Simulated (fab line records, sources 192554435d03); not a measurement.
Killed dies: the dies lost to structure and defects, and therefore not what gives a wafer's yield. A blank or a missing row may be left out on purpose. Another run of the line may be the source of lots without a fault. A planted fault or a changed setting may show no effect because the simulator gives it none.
Split-lot trial ; flow n5Finfet ; 39 wafers read across 7 lots, on a route 1938 steps long

== ON THE SPLIT ==
At N5_WELL_APT_IMPLANT_14, the setting energyKev was moved away from the recipe's 160 on 18 of the 39 wafers read, by -9.0% to +10.6%. The other wafers ran this setting at the recipe's value.

The reading is taken at the split's own step.

== THE READING ==
The simulator's own value implant.drpNm, read by no gauge, in nm at N5_WELL_APT_IMPLANT_14. No usual value for it is given in the file.

wafer;tool, chamber at the split;energyKev as run;against the recipe;implant.drpNm, nm;against lot-mates on the recipe
L080.1;implanter-02, 0;160;recipe;65.9;-
L080.3;implanter-02, 0;160;recipe;65.9;-
L080.5;implanter-02, 0;160;recipe;65.9;-
L080.2;implanter-02, 0;176.9;+10.6%;70.99;+5.09
L080.4;implanter-02, 0;176.9;+10.6%;70.99;+5.09
L080.6;implanter-02, 0;176.9;+10.6%;70.99;+5.09
L081.1;implanter-02, 0;160;recipe;65.9;-
L081.2;implanter-02, 0;160;recipe;65.9;-
L081.6;implanter-02, 0;160;recipe;65.9;-
L081.3;implanter-02, 0;171.7;+7.3%;69.41;+3.51
L081.4;implanter-02, 0;171.7;+7.3%;69.41;+3.51
L081.5;implanter-02, 0;171.7;+7.3%;69.41;+3.51
L083.1;implanter-01, 0;160;recipe;65.9;-
L083.2;implanter-01, 0;160;recipe;65.9;-
L083.5;implanter-01, 0;160;recipe;65.9;-
L088.1;implanter-01, 0;174.2;+8.9%;70.17;+4.27
L088.4;implanter-01, 0;174.2;+8.9%;70.17;+4.27
L088.5;implanter-01, 0;174.2;+8.9%;70.17;+4.27
L088.2;implanter-01, 0;160;recipe;65.9;-
L088.3;implanter-01, 0;160;recipe;65.9;-
L088.6;implanter-01, 0;160;recipe;65.9;-
L091.1;implanter-01, 0;160;recipe;65.9;-
L091.3;implanter-01, 0;160;recipe;65.9;-
L091.5;implanter-01, 0;160;recipe;65.9;-
L091.2;implanter-01, 0;149.2;-6.8%;62.54;-3.36
L091.4;implanter-01, 0;149.2;-6.8%;62.54;-3.36
L091.6;implanter-01, 0;149.2;-6.8%;62.54;-3.36
L094.1;implanter-02, 0;145.6;-9.0%;61.36;-4.54
L094.4;implanter-02, 0;145.6;-9.0%;61.36;-4.54
L094.5;implanter-02, 0;145.6;-9.0%;61.36;-4.54
L094.2;implanter-02, 0;160;recipe;65.9;-
L094.3;implanter-02, 0;160;recipe;65.9;-
L094.6;implanter-02, 0;160;recipe;65.9;-
L096.1;implanter-02, 0;160;recipe;65.9;-
L096.4;implanter-02, 0;160;recipe;65.9;-
L096.6;implanter-02, 0;160;recipe;65.9;-
L096.2;implanter-02, 0;146.3;-8.6%;61.59;-4.31
L096.3;implanter-02, 0;146.3;-8.6%;61.59;-4.31
L096.5;implanter-02, 0;146.3;-8.6%;61.59;-4.31

THE FIT
A straight line over all 39 wafers: implant.drpNm changes by +0.491 nm for each +1% of energyKev; r = +1.00; the points scatter about the line by 0.049 nm.
The same after taking each lot's own level away (the mean of its wafers on the recipe; 39 wafers): +0.491 nm for each +1%; r = +1.00; scatter 0.049 nm.
The reading moves by 5.2 nm for the largest change in energyKev, on that fit.
The lots' own levels span 65.900 to 65.900 nm.
The two slopes agree, so the slope changes little with the lot-to-lot level.
Check: with one of the wafers moved furthest among these (+10.6%) left out of the fit, the line predicts +5.15 nm for it against its lot-mates. It came out at +5.09 nm against them.

== THE WHOLE CHAIN: every reading that the file lists as answering this split, in the file's order ==
step;what it does;reading;change (the file's fit);r (the file's)
N5_WELL_APT_IMPLANT_14;;implant.rpNm (the simulator's own value, which no gauge read);+2.09 nm for each +1% of the setting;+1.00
N5_WELL_APT_IMPLANT_14;;implant.drpNm (the simulator's own value, which no gauge read);+0.491 nm for each +1% of the setting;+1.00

== THE FILE'S OWN FIT ==
implant.drpNm changes by +0.491 nm for each +1% of energyKev, r = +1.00.
